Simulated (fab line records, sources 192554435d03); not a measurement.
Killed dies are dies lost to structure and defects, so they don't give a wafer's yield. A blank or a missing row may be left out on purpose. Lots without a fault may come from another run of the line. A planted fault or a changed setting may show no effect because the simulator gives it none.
Chamber matching | flow n5_finfet | N5_BEOL_M6_ETCH_61 on rie_diel-05: 4 sister chambers
The step etches SiARC in CF4, target depth 45.5 nm, time 75.8 s. 4 wafers are shown with their chamber, then 7 later ones without.

WAFERS WITH THEIR CHAMBER
wafer  | chamber | throttle_valve_pct (%)
L076.3 | 0       | 15.62
L076.6 | 3       | 15.30
L089.2 | 2       | 15.88
L089.3 | 1       | 15.49

WAFERS WITHOUT THEIR CHAMBER
wafer  | throttle_valve_pct (%)
L089.5 | 15.50
L090.2 | 15.88
L090.4 | 15.62
L090.6 | 15.62
L088.2 | 15.52
L088.3 | 15.33
L088.6 | 15.91

WHICH CHAMBER EACH WENT THROUGH
wafer  | from the rows above | in truth
L089.5 | 1                   | 1
L090.2 | 2                   | 2
L090.4 | 0                   | 0
L090.6 | 0                   | 0
L088.2 | 1                   | 1
L088.3 | 3                   | 3
L088.6 | 2                   | 2
Placed correctly: 7 of 7. Can't be placed from these rows: 0. Placed wrongly: 0.
How it was worked out, from the rows above alone: a wafer's distance from a chamber is the root of the sum, over the readings, of the square of ((its reading less the chamber's mean) divided by the reading's scatter). The wafer belongs to the nearest chamber; if the next one is less than 2 further off, it can't be placed. A chamber's mean is the mean of its shown wafers. The scatter: with one shown wafer a chamber, the root of the mean of the squares of how far each hidden wafer lies from its nearest shown one.
